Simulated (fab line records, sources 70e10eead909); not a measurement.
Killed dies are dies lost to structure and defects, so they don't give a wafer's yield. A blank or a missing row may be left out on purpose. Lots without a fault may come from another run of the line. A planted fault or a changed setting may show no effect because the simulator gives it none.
Chamber matching | flow nand_harc | NHARC_P_M2_STRIP_18 on rie_diel-06: 4 sister chambers
The step strips in N2/H2. 24 wafers are shown with their chamber, then 12 later ones without.

WAFERS WITH THEIR CHAMBER
wafer  | chamber | oes_product_au (a.u.) | rf_vpp_V (V) | throttle_valve_pct (%)
L075.2 | 2       | 1.002                 | 90.7         | 14.158
L075.3 | 1       | 1.006                 | 89.7         | 14.160
L075.5 | 1       | 1.004                 | 89.5         | 14.148
L077.2 | 2       | 1.003                 | 89.2         | 14.177
L077.3 | 3       | 0.995                 | 89.8         | 14.167
L077.5 | 2       | 0.999                 | 91.4         | 14.157
L078.2 | 0       | 0.983                 | 90.8         | 14.167
L078.4 | 3       | 0.998                 | 89.6         | 14.159
L078.5 | 3       | 0.986                 | 90.7         | 14.150
L079.2 | 2       | 0.994                 | 90.1         | 14.180
L079.5 | 0       | 0.993                 | 91.9         | 14.173
L079.6 | 3       | 0.997                 | 90.7         | 14.154
L080.1 | 2       | 0.998                 | 90.1         | 14.165
L080.2 | 1       | 1.007                 | 90.0         | 14.179
L080.4 | 0       | 0.985                 | 91.7         | 14.170
L081.3 | 1       | 0.999                 | 90.9         | 14.175
L081.5 | 1       | 0.999                 | 88.9         | 14.171
L081.6 | 2       | 1.005                 | 91.2         | 14.159
L082.1 | 3       | 1.000                 | 90.8         | 14.170
L082.4 | 2       | 1.005                 | 91.4         | 14.176
L082.5 | 0       | 0.999                 | 91.5         | 14.162
L083.1 | 3       | 1.002                 | 89.6         | 14.155
L083.5 | 1       | 1.011                 | 90.9         | 14.177
L083.6 | 0       | 0.989                 | 93.0         | 14.167

SIGNATURES (means of the wafers above)
reading            | chamber 0 | chamber 1 | chamber 2 | chamber 3 | scatter within a chamber
oes_product_au     | 0.98980   | 1.00433   | 1.00086   | 0.99633   | 0.00516
rf_vpp_V           | 91.780    | 89.983    | 90.586    | 90.200    | 0.76
throttle_valve_pct | 14.16780  | 14.16833  | 14.16743  | 14.15917  | 0.00921
Rule: a wafer's distance from a chamber is the root of the sum, over the readings, of the square of ((its reading less the chamber's mean) divided by the reading's scatter). The wafer belongs to the nearest chamber; if the next one is less than 2 further off, it can't be placed. The scatter: the root of (the sum of the squares of (reading less its chamber's mean) over the shown wafers, divided by (wafers less chambers)).

WAFERS WITHOUT THEIR CHAMBER
wafer  | oes_product_au (a.u.) | rf_vpp_V (V) | throttle_valve_pct (%)
L085.2 | 0.996                 | 91.1         | 14.160
L085.3 | 1.005                 | 91.3         | 14.168
L085.5 | 1.010                 | 91.3         | 14.160
L089.2 | 0.994                 | 89.2         | 14.183
L089.3 | 1.005                 | 90.7         | 14.161
L089.5 | 1.007                 | 90.2         | 14.171
L091.1 | 1.008                 | 89.6         | 14.177
L091.3 | 0.996                 | 91.4         | 14.158
L091.4 | 0.997                 | 90.4         | 14.166
L095.3 | 0.989                 | 91.1         | 14.170
L095.5 | 1.006                 | 89.2         | 14.175
L095.6 | 0.994                 | 92.0         | 14.167

WHICH CHAMBER EACH WENT THROUGH
wafer  | from the rows above               | in truth
L085.2 | can't be placed: 3 or 2 or 0 or 1 | 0
L085.3 | can't be placed: 2 or 1 or 3 or 0 | 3
L085.5 | can't be placed: 2 or 1 or 3 or 0 | 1
L089.2 | can't be placed: 1 or 2 or 3 or 0 | 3
L089.3 | can't be placed: 2 or 1 or 3      | 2
L089.5 | can't be placed: 1 or 2 or 3      | 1
L091.1 | can't be placed: 1 or 2 or 3      | 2
L091.3 | can't be placed: 3 or 0 or 2 or 1 | 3
L091.4 | can't be placed: 3 or 2 or 1 or 0 | 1
L095.3 | can't be placed: 0 or 3 or 2      | 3
L095.5 | can't be placed: 1 or 2 or 3      | 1
L095.6 | can't be placed: 0 or 2 or 3      | 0
Placed correctly: 0 of 12. Can't be placed from these rows: 12 (the true chamber is among the candidates in 12). Placed wrongly: 0.
